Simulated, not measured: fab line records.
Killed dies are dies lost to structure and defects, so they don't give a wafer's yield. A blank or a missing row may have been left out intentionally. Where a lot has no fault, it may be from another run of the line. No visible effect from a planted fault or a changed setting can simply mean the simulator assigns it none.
fab line records ; flow n5Finfet
[record] lots = 12; wafers = 35; lastDay = 19
route steps=1938 shown BEOL_M4@1093 BEOL_M5@1115 PASSIVATION@1936
lots with no fault: from the same line, run without faults
startH: hours from the record's opening day to when the first of the lot's shown wafers began ; waitH: hours elapsed since this lot's preceding step ; " unchanged from the row above ; L1.1+2: a single row standing in for several wafers ; - either no value or no given start ; * or withheld: withheld ; < > ~ a bound
route shown NAME@n: names a module that has steps shown in the file, with the first one's number in the route ; usual: average and standard deviation across the fault-free wafers ; same: alike in all rows ; chamber/n: place in a boat ; sites: the reading at each site ; _std_site: how widely they spread, as a standard deviation ; _edge_site: mean of outer sites minus mean of inner sites ; radiusMm: how far each site lies from the wafer's centre ; mask NAME#n: copy n ; behind: the most recent tool/chamber to have shaped the wafer ; hold: what put the lot on hold/how long, in hours/how the hold closed ; device: names the non-switching transistor (n, p or np) ; end of line: at the end of the route, the tests of the same wafers ; where a step has no rows: the recipe by itself ; killed: dies that structure and defects cost at the first sort, which is not the same as the wafer's yield ; map: per-die view of a wafer (x killed, . not killed, _ where there is no die)
set.NAME: the run value of the setting; set.NAME@STEP: its run value at that earlier step ; model.NAME: the simulator's own value behind a step, which no gauge read
the route's steps for a sample of lots (tables are steps, rows are wafers)
services: from which hour (startH, from the record's first day; less than 0 if before it) a tool's chamber was out of use, for how many hours, and why
[[steps]]
[step N5_BEOL_M4_ANNEAL_89]
[recipe] tempC = 400; timeS = 240; ambient = vacuum
[usual] heaterPowerW = 863/71
lot.wafer;tool;chamber;startH;waitH;heaterPowerW
L600.3;pvdSputter-02;-;200.22;0.0;864
L600.4;pvdSputter-02;-;200.22;0.0;921
L600.6;pvdSputter-02;-;200.22;0.0;803
L598.1;pvdSputter-01;-;200.36;0.0;957
L598.4;pvdSputter-01;-;200.36;0.0;931
L598.6;pvdSputter-01;-;200.36;0.0;930
L599.2;pvdSputter-03;-;200.75;0.0;950
L599.4;pvdSputter-03;-;200.75;0.0;736
L599.6;pvdSputter-03;-;200.75;0.0;728
L601.4;pvdSputter-03;-;207.19;0.0;907
L601.5;pvdSputter-03;-;207.19;0.0;856
L601.6;pvdSputter-03;-;207.19;0.0;869
L602.1;pvdSputter-02;-;208.80;0.0;778
L602.3;pvdSputter-02;-;208.80;0.0;813
L603.2;pvdSputter-02;-;223.80;0.0;854
L603.5;pvdSputter-02;-;223.80;0.0;787
L603.6;pvdSputter-02;-;223.80;0.0;915
L610.1;pvdSputter-03;-;275.01;0.0;716
L610.2;pvdSputter-03;-;275.01;0.0;869
L610.3;pvdSputter-03;-;275.01;0.0;965
L612.1;pvdSputter-03;-;280.18;0.0;863
L612.3;pvdSputter-03;-;280.18;0.0;716
L612.4;pvdSputter-03;-;280.18;0.0;859
L614.1;pvdSputter-03;-;300.37;0.0;904
L614.2;pvdSputter-03;-;300.37;0.0;952
L614.4;pvdSputter-03;-;300.37;0.0;716
L619.1;pvdSputter-01;-;325.06;0.0;793
L619.2;pvdSputter-01;-;325.06;0.0;962
L619.3;pvdSputter-01;-;325.06;0.0;937
L620.1;pvdSputter-02;-;332.97;0.0;934
L620.2;pvdSputter-02;-;332.97;0.0;795
L620.6;pvdSputter-02;-;332.97;0.0;930
L621.1;pvdSputter-02;-;344.11;0.0;861
L621.3;pvdSputter-02;-;344.11;0.0;814
L621.5;pvdSputter-02;-;344.11;0.0;856
[step N5_BEOL_M4_SPUTTER_96]
[recipe] material = Cu; targetThkA = 45; tempC = -20; chamberPressurePa = 0.07; powerW = withheld; timeS = 8.29
[usual] throttleValvePct = 30.1/1
lot.wafer;tool;chamber;startH;waitH;throttleValvePct
L600.3;pvdSputter-02;-;201.02;0.1;29.2
L600.4;pvdSputter-02;-;201.02;0.1;29.4
L600.6;pvdSputter-02;-;201.02;0.1;30.7
L598.1;pvdSputter-01;-;201.16;0.1;28.7
L598.4;pvdSputter-01;-;201.16;0.1;32.3
L598.6;pvdSputter-01;-;201.16;0.1;32.3
L599.2;pvdSputter-03;-;201.55;0.1;28.7
L599.4;pvdSputter-03;-;201.55;0.1;30.7
L599.6;pvdSputter-03;-;201.55;0.1;30.6
L601.4;pvdSputter-03;-;207.99;0.1;29.3
L601.5;pvdSputter-03;-;207.99;0.1;29.4
L601.6;pvdSputter-03;-;207.99;0.1;29.6
L602.1;pvdSputter-02;-;209.60;0.1;30.5
L602.3;pvdSputter-02;-;209.60;0.1;30.0
L603.2;pvdSputter-02;-;224.60;0.1;29.2
L603.5;pvdSputter-02;-;224.60;0.1;30.8
L603.6;pvdSputter-02;-;224.60;0.1;29.5
L610.1;pvdSputter-03;-;275.81;0.1;30.5
L610.2;pvdSputter-03;-;275.81;0.1;29.8
L610.3;pvdSputter-03;-;275.81;0.1;28.3
L612.1;pvdSputter-03;-;280.98;0.1;29.6
L612.3;pvdSputter-03;-;280.98;0.1;30.7
L612.4;pvdSputter-03;-;280.98;0.1;29.4
L614.1;pvdSputter-03;-;301.17;0.1;29.4
L614.2;pvdSputter-03;-;301.17;0.1;28.3
L614.4;pvdSputter-03;-;301.17;0.1;30.8
L619.1;pvdSputter-01;-;325.86;0.1;30.9
L619.2;pvdSputter-01;-;325.86;0.1;29.0
L619.3;pvdSputter-01;-;325.86;0.1;32.2
L620.1;pvdSputter-02;-;333.77;0.1;29.4
L620.2;pvdSputter-02;-;333.77;0.1;30.7
L620.6;pvdSputter-02;-;333.77;0.1;29.2
L621.1;pvdSputter-02;-;344.91;0.1;29.0
L621.3;pvdSputter-02;-;344.91;0.1;30.4
L621.5;pvdSputter-02;-;344.91;0.1;29.0
[step N5_BEOL_M4_DEP_57]
[recipe] material = SiCN; targetThkA = 80; tempC = withheld; precursor = 3MS/NH3; pressureTorr = 3; rfW = 202; timeS = 14
[usual] showerheadPlenumPTorr = 3.671/0.0085; throttleValvePct = 9.0/0.4
lot.wafer;tool;chamber;startH;waitH;showerheadPlenumPTorr;throttleValvePct
L600.3;pecvd-04;0;202.00;0.0;3.666;8.8
L600.4;pecvd-04;1;202.00;0.0;3.663;8.9
L600.6;pecvd-04;0;202.00;0.0;3.671;8.6
L598.1;pecvd-01;1;202.22;0.0;3.669;9.6
L598.4;pecvd-01;2;202.22;0.0;3.669;8.4
L598.6;pecvd-01;1;202.22;0.0;3.684;9.5
L599.2;pecvd-04;2;202.59;0.0;3.674;9.0
L599.4;pecvd-04;1;202.59;0.0;3.673;8.8
L599.6;pecvd-04;0;202.59;0.0;3.677;8.9
L601.4;pecvd-04;1;209.22;0.0;3.672;8.9
L601.5;pecvd-04;2;209.22;0.0;3.672;9.0
L601.6;pecvd-04;0;209.22;0.0;3.680;8.6
L602.1;pecvd-01;2;210.80;0.0;3.671;8.3
L602.3;pecvd-01;0;210.80;0.0;3.664;9.6
L603.2;pecvd-02;0;225.87;0.0;3.664;8.5
L603.5;pecvd-02;0;225.87;0.0;3.667;8.5
L603.6;pecvd-02;1;225.87;0.0;3.671;9.0
L610.1;pecvd-01;2;276.79;0.0;3.681;8.3
L610.2;pecvd-01;0;276.79;0.0;3.663;9.6
L610.3;pecvd-01;1;276.79;0.0;3.684;9.5
L612.1;pecvd-04;1;282.03;0.0;3.677;8.8
L612.3;pecvd-04;0;282.03;0.0;3.681;8.7
L612.4;pecvd-04;1;282.03;0.0;3.658;9.0
L614.1;pecvd-04;1;302.20;0.0;3.671;9.0
L614.2;pecvd-04;0;302.20;0.0;3.674;8.9
L614.4;pecvd-04;1;302.20;0.0;3.668;8.8
L619.1;pecvd-02;1;328.92;0.0;3.691;8.7
L619.2;pecvd-02;0;328.92;0.0;3.687;8.8
L619.3;pecvd-02;2;328.92;0.0;3.658;8.7
L620.1;pecvd-02;0;334.83;0.0;3.673;8.7
L620.2;pecvd-02;1;334.83;0.0;3.675;8.9
L620.6;pecvd-02;0;334.83;0.0;3.670;8.5
L621.1;pecvd-01;0;346.00;0.0;3.677;9.7
L621.3;pecvd-01;1;346.00;0.0;3.672;9.4
L621.5;pecvd-01;2;346.00;0.0;3.674;8.5
[step N5_BEOL_M5_PECVD_70]
[recipe] material = SiO2; targetThkA = 160; tempC = 400; precursor = TEOS/O2; pressureTorr = 5.5; rfW = 450; teosFlowSccm = 53.8; gas = O2; flowSccm = 3000; timeS = 18
[usual] heaterPowerW = 709/83; showerheadPlenumPTorr = 8.79/0.05; susceptorTempC = 399.98/0.22; throttleValvePct = 22.4/1.3
lot.wafer;tool;chamber;startH;waitH;heaterPowerW;showerheadPlenumPTorr;susceptorTempC;throttleValvePct
L600.3;pecvd-02;1;203.72;0.1;615;8.87;399.87;21.7
L600.4;pecvd-02;0;203.72;0.1;751;8.81;400.05;21.2
L600.6;pecvd-02;1;203.72;0.1;615;8.85;400.16;21.3
L598.1;pecvd-04;1;204.09;0.0;679;8.78;399.85;22.0
L598.4;pecvd-04;0;204.09;0.0;611;8.81;400.22;22.1
L598.6;pecvd-04;2;204.09;0.0;730;8.81;399.50;22.3
L599.2;pecvd-04;0;204.84;0.0;637;8.83;400.23;21.7
L599.4;pecvd-04;1;204.84;0.0;695;8.81;400.24;21.8
L599.6;pecvd-04;0;204.84;0.0;641;8.83;400.21;21.6
L601.4;pecvd-04;1;210.93;0.1;628;8.78;400.13;22.0
L601.5;pecvd-04;0;210.93;0.1;617;8.81;399.79;21.8
L601.6;pecvd-04;2;210.93;0.1;611;8.83;400.00;22.3
L602.1;pecvd-03;0;212.80;0.0;739;8.72;400.38;23.0
L602.3;pecvd-03;1;212.80;0.0;841;8.75;399.89;25.6
L603.2;pecvd-03;0;227.58;0.0;628;8.73;399.62;23.0
L603.5;pecvd-03;0;227.58;0.0;618;8.73;399.93;23.1
L603.6;pecvd-03;1;227.58;0.0;812;8.75;400.15;25.8
L610.1;pecvd-04;1;278.49;0.0;699;8.81;403.86;22.1
L610.2;pecvd-04;0;278.49;0.0;579;8.82;403.47;22.0
L610.3;pecvd-04;2;278.49;0.0;705;8.85;403.49;22.5
L612.1;pecvd-04;1;283.79;0.0;725;8.80;403.81;22.2
L612.3;pecvd-04;0;283.79;0.0;589;8.83;403.72;21.9
L612.4;pecvd-04;1;283.79;0.0;691;8.80;403.68;22.1
L614.1;pecvd-03;2;303.89;0.0;855;8.75;399.98;21.4
L614.2;pecvd-03;1;303.89;0.0;822;8.74;400.37;26.0
L614.4;pecvd-03;1;303.89;0.0;829;8.75;400.26;25.7
L619.1;pecvd-03;2;330.61;0.0;846;8.73;399.92;21.2
L619.2;pecvd-03;0;330.61;0.0;755;8.72;399.68;23.3
L619.3;pecvd-03;1;330.61;0.0;778;8.74;400.15;25.9
L620.1;pecvd-03;1;336.53;0.0;825;8.74;400.21;25.7
L620.2;pecvd-03;0;336.53;0.0;727;8.68;400.53;23.1
L620.6;pecvd-03;1;336.53;0.0;827;8.74;399.45;25.8
L621.1;pecvd-02;0;347.69;0.0;722;8.83;400.03;21.7
L621.3;pecvd-02;2;347.69;0.0;827;8.73;399.84;21.4
L621.5;pecvd-02;0;347.69;0.0;716;8.84;399.72;21.5
[step N5_PASSIVATION_PROBE_49]
[usual] defectLimitedYield = 91.3/1.3; killed_at_M0_to_M3 = 34/9.1; killed_at_M4_up = 14/5.6; killedAtContacts = 13/5.9; killedAtFrontEnd = 39/11; killedAtOther = 3.6/3; killedDies = 102/16; killedOpen = 68/12; killedShort = 33/7.3; sort_bin_5_function = 5.2/0.89; sort_bin_6_memory = 3.2/0.68; sort_bin_8_speed = 0.00/0.027; sortNPass = 1078/16; sortYieldPct = 91.3/1.3
[same] grossDies = 1180; killedAtBackSide = 0; sort_bin_4_leakage[%] = 0
lot.wafer;tool;chamber;startH;waitH;defectLimitedYield[%];killed_at_M0_to_M3;killed_at_M4_up;killedAtContacts;killedAtFrontEnd;killedAtOther;killedDies;killedOpen;killedShort;sort_bin_5_function[%];sort_bin_6_memory[%];sort_bin_8_speed[%];sortNPass;sortYieldPct[%]
L598.1;prober-02;-;309.24;0.0;91.2;39;11;11;42;1;104;69;35;5.3;3.0;0;1076;91.2
L598.4;prober-02;-;309.39;0.2;92.0;17;18;7;46;6;94;56;38;4.7;3.0;0;1086;92.0
L598.6;prober-02;-;309.49;0.3;91.0;28;14;8;49;7;106;75;27;4.9;3.6;0;1074;91.0
L600.3;prober-02;-;313.52;0.1;91.9;28;8;5;47;8;96;60;34;4.7;3.4;0;1084;91.9
L600.4;prober-02;-;313.57;0.2;90.3;37;11;8;52;6;114;71;42;6.4;2.9;0;1066;90.3
L600.6;prober-02;-;313.67;0.3;89.9;40;16;13;48;2;119;85;33;5.3;4.5;0;1061;89.9
L601.4;prober-01;-;317.69;0.2;89.7;29;19;24;49;0;121;79;42;5.7;4.3;0;1059;89.7
L601.5;prober-01;-;317.74;0.2;92.3;24;19;8;37;3;91;62;29;4.9;2.5;0;1089;92.3
L601.6;prober-01;-;317.79;0.3;92.0;29;7;18;40;0;94;67;27;4.4;2.9;0;1086;92.0
L603.2;prober-01;-;332.52;0.1;92.5;28;13;4;41;3;89;59;30;5.3;1.9;0;1091;92.5
L603.5;prober-01;-;332.67;0.2;90.5;34;24;1;44;9;112;72;37;4.9;4.3;0;1068;90.5
L603.6;prober-01;-;332.72;0.3;92.5;25;15;6;41;1;88;63;23;4.4;2.7;0;1092;92.5
L610.1;prober-02;-;381.00;0.0;92.1;33;18;8;30;4;93;61;32;4.6;3.1;0;1087;92.1
L610.2;prober-02;-;381.05;0.1;93.4;32;9;4;29;4;78;45;33;4.1;2.4;0;1102;93.4
L610.3;prober-02;-;381.10;0.1;90.5;45;19;10;33;5;112;77;33;5.8;3.5;0;1068;90.5
L614.1;prober-02;-;416.10;0.0;92.9;24;16;12;29;3;84;49;35;4.6;2.1;0;1096;92.9
L614.2;prober-02;-;416.15;0.1;91.4;23;17;7;54;0;101;66;30;4.7;3.2;0;1079;91.4
L614.4;prober-02;-;416.25;0.2;91.4;46;7;9;39;0;101;64;36;5.7;2.7;0;1079;91.4
L620.1;prober-01;-;450.94;0.0;90.5;29;16;12;45;10;112;66;45;5.7;3.6;0;1068;90.5
L620.2;prober-01;-;450.99;0.1;90.8;30;18;13;45;2;108;66;37;5.5;3.2;0;1072;90.8
L620.6;prober-01;-;451.19;0.3;90.7;41;11;11;40;7;110;80;29;5.1;3.8;0;1070;90.7
// killed by level:class
L598.1 FIN_SAQP:geometricParticle:short=15 BEOL_M2:geometricParticle:open=12 MOL_CONTACT_COAG:geometricParticle:open=9 FIN_SAQP:geometricParticle:open=7 BEOL_M1:geometricParticle:open=7 BEOL_M3:geometricParticle:open=7 BEOL_M0_SAQP:geometricParticle:open=5 STI_FIN_REVEAL:geometricParticle:open=4
L598.4 STI_FIN_REVEAL:geometricParticle:open=13 FIN_SAQP:geometricParticle:open=7 FIN_SAQP:geometricParticle:short=7 MOL_CONTACT_COAG:geometricParticle:open=7 BEOL_M0_SAQP:geometricParticle:short=7 BEOL_M4:geometricParticle:short=7 GATE_CUT:geometricParticle:short=5 BEOL_M5:geometricParticle:open=3
L598.6 BEOL_M2:geometricParticle:open=13 STI_FIN_REVEAL:geometricParticle:open=12 MOL_CONTACT_COAG:geometricParticle:open=8 FIN_SAQP:geometricParticle:short=7 BEOL_M4:geometricParticle:open=6 GATE_CUT:geometricParticle:short=5 BEOL_M3:geometricParticle:open=5 BEOL_M0_SAQP:geometricParticle:open=4
L600.3 STI_FIN_REVEAL:geometricParticle:open=15 GATE_CUT:geometricParticle:short=8 STI_FIN_REVEAL:geometricParticle:short=7 BEOL_M0_SAQP:geometricParticle:open=5 BEOL_M1:geometricParticle:open=5 BEOL_M3:geometricParticle:open=5 DUMMY_GATE:geometricParticle:open=4 BEOL_M2:geometricParticle:open=4
L600.4 FIN_SAQP:geometricParticle:short=12 STI_FIN_REVEAL:geometricParticle:open=12 BEOL_M1:geometricParticle:open=8 BEOL_M2:geometricParticle:open=8 FIN_SAQP:geometricParticle:open=7 MOL_CONTACT_COAG:geometricParticle:open=7 BEOL_M3:geometricParticle:open=6 BEOL_M0_SAQP:geometricParticle:short=5
L600.6 BEOL_M2:geometricParticle:open=11 BEOL_M4:geometricParticle:open=11 STI_FIN_REVEAL:geometricParticle:open=10 GATE_CUT:geometricParticle:short=10 MOL_CONTACT_COAG:geometricParticle:open=10 GATE_CUT:geometricParticle:open=9 BEOL_M3:geometricParticle:open=7 BEOL_M0_SAQP:geometricParticle:open=6
L601.4 MOL_CONTACT_COAG:geometricParticle:open=18 FIN_SAQP:geometricParticle:short=12 BEOL_M4:geometricParticle:open=10 BEOL_M0_SAQP:geometricParticle:short=10 FIN_SAQP:geometricParticle:open=9 STI_FIN_REVEAL:geometricParticle:open=8 MOL_CONTACT_COAG:geometricParticle:short=6 DUMMY_GATE:geometricParticle:open=6
L601.5 BEOL_M4:geometricParticle:open=13 BEOL_M1:geometricParticle:open=12 FIN_SAQP:geometricParticle:short=6 GATE_CUT:geometricParticle:open=6 MOL_CONTACT_COAG:geometricParticle:open=6 STI_FIN_REVEAL:geometricParticle:open=5 DUMMY_GATE:geometricParticle:open=5 GATE_CUT:geometricParticle:short=4
L601.6 FIN_SAQP:geometricParticle:open=17 MOL_CONTACT_COAG:geometricParticle:open=13 BEOL_M0_SAQP:geometricParticle:open=9 BEOL_M0_SAQP:geometricParticle:short=7 BEOL_M1:geometricParticle:open=6 FIN_SAQP:geometricParticle:short=5 DUMMY_GATE:geometricParticle:open=5 MOL_CONTACT_COAG:geometricParticle:short=5
L603.2 BEOL_M0_SAQP:geometricParticle:short=8 FIN_SAQP:geometricParticle:open=7 STI_FIN_REVEAL:geometricParticle:open=7 BEOL_M0_SAQP:geometricParticle:open=6 STARTING-WAFER:geometricParticle:open=5 ILD0:geometricParticle:open=4 BEOL_M2:geometricParticle:open=4 MOL_CONTACT_COAG:geometricParticle:open=4
L603.5 STI_FIN_REVEAL:geometricParticle:open=12 BEOL_M2:geometricParticle:open=7 BEOL_M1:geometricParticle:open=7 BEOL_M4:geometricParticle:open=7 BEOL_M6:geometricParticle:open=6 STI_FIN_REVEAL:geometricParticle:short=5 FIN_SAQP:geometricParticle:short=4 BEOL_M3:geometricParticle:open=4
L603.6 FIN_SAQP:geometricParticle:open=10 STI_FIN_REVEAL:geometricParticle:open=8 BEOL_M1:geometricParticle:open=7 BEOL_M4:geometricParticle:open=7 FIN_SAQP:geometricParticle:short=5 BEOL_M5:geometricParticle:open=5 BEOL_M2:geometricParticle:open=5 MOL_CONTACT_COAG:geometricParticle:open=4
L610.1 BEOL_M2:geometricParticle:open=15 BEOL_M4:geometricParticle:open=8 FIN_SAQP:geometricParticle:open=6 STI_FIN_REVEAL:geometricParticle:open=6 BEOL_M3:geometricParticle:open=6 MOL_CONTACT_COAG:geometricParticle:open=5 BEOL_M4:geometricParticle:short=5 FIN_SAQP:geometricParticle:short=4
L610.2 BEOL_M2:geometricParticle:open=8 GATE_CUT:geometricParticle:short=6 BEOL_M0_SAQP:geometricParticle:short=6 BEOL_M3:geometricParticle:open=6 FIN_SAQP:geometricParticle:short=5 BEOL_M0_SAQP:geometricParticle:open=5 FIN_SAQP:geometricParticle:open=4 BEOL_M4:geometricParticle:open=4
L610.3 BEOL_M3:geometricParticle:open=14 MOL_CONTACT_COAG:geometricParticle:open=9 BEOL_M4:geometricParticle:open=9 STI_FIN_REVEAL:geometricParticle:open=7 BEOL_M2:geometricParticle:open=7 BEOL_M4:geometricParticle:short=7 FIN_SAQP:geometricParticle:open=6 FIN_SAQP:geometricParticle:short=5
L614.1 BEOL_M3:geometricParticle:open=11 MOL_CONTACT_COAG:geometricParticle:open=9 BEOL_M4:geometricParticle:open=8 FIN_SAQP:geometricParticle:short=6 BEOL_M0_SAQP:geometricParticle:short=5 STI_FIN_REVEAL:geometricParticle:open=4 BEOL_M4:geometricParticle:short=4 STI_FIN_REVEAL:geometricParticle:short=3
L614.2 STI_FIN_REVEAL:geometricParticle:open=22 FIN_SAQP:geometricParticle:open=8 BEOL_M0_SAQP:geometricParticle:short=8 MOL_CONTACT_COAG:geometricParticle:open=7 STI_FIN_REVEAL:geometricParticle:short=6 BEOL_M8:geometricParticle:open=5 BEOL_M3:geometricParticle:open=5 HKMG_FIN:areaEtch=5
L614.4 BEOL_M0_SAQP:geometricParticle:short=15 BEOL_M0_SAQP:geometricParticle:open=12 FIN_SAQP:geometricParticle:open=11 DUMMY_GATE:geometricParticle:open=8 MOL_CONTACT_COAG:geometricParticle:open=7 BEOL_M3:geometricParticle:open=6 FIN_SAQP:geometricParticle:short=5 BEOL_M1:geometricParticle:short=4
L620.1 GATE_CUT:geometricParticle:short=9 MOL_CONTACT_COAG:geometricParticle:open=9 STI_FIN_REVEAL:geometricParticle:open=8 FIN_SAQP:geometricParticle:short=7 BEOL_M3:geometricParticle:open=7 BEOL_M0_SAQP:geometricParticle:short=7 BEOL_M4:geometricParticle:open=7 DUMMY_GATE:geometricParticle:open=5
L620.2 BEOL_M4:geometricParticle:open=10 STI_FIN_REVEAL:geometricParticle:open=9 BEOL_M0_SAQP:geometricParticle:short=9 FIN_SAQP:geometricParticle:open=7 GATE_CUT:geometricParticle:short=7 MOL_CONTACT_COAG:geometricParticle:open=7 GATE_CUT:geometricParticle:open=6 MOL_CONTACT_COAG:geometricParticle:short=6
L620.6 BEOL_M0_SAQP:geometricParticle:open=11 MOL_CONTACT_COAG:geometricParticle:open=10 BEOL_M3:geometricParticle:open=10 FIN_SAQP:geometricParticle:open=8 STI_FIN_REVEAL:geometricParticle:open=8 GATE_CUT:geometricParticle:short=8 BEOL_M2:geometricParticle:open=5 GATE_CUT:geometricParticle:open=4
[[services]]
tool;chamber;startH;hours;kind
pvdSputter-02;-;180.38;6.8;repair
pecvd-02;-;181.41;9.7;repair
pvdSputter-01;-;185.31;8.9;repair
pecvd-01;1;199.11;2.1;scheduledDown
pecvd-02;2;202.38;-;clean
pecvd-02;2;202.38;-;consumableReplace:showerhead
pecvd-02;2;202.38;29.0;scheduledDown
pecvd-02;2;202.38;29.0;ventCycle
pecvd-04;-;222.57;1.0;repair
pecvd-03;0;230.83;2.1;scheduledDown
pecvd-03;-;240.43;0.4;repair
pecvd-02;-;240.75;5.5;pm
pecvd-01;1;257.34;4.4;repair
pecvd-01;0;261.67;2.1;scheduledDown
pecvd-01;-;283.93;1.5;repair
pecvd-04;2;295.10;2.1;scheduledDown
pecvd-03;-;304.54;5.5;pm
pecvd-03;-;332.36;0.8;pm
pecvd-03;2;337.88;15.0;repair
[[key]]
[firstSign] step = N5_BEOL_M5_PECVD_70; reading = susceptorTempC; direction = up; sigmas = 17; usual = *; struck = *
effect none on later readings
metAt N5_BEOL_M5_PECVD_70
struckLots L610,L612
notActingAt N5_BEOL_M4_ANNEAL_89,N5_BEOL_M4_SPUTTER_96,N5_BEOL_M4_DEP_57
onsetBetween 210.93 278.49
[fault] kind = processParameterDrift; tool = pecvd-04; chamber = -; onsetH = 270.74; steps = N5_BEOL_M5_PECVD_70; channel = tempC; offset = *; shape = step; endH = 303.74; actsIn = *; stated = *
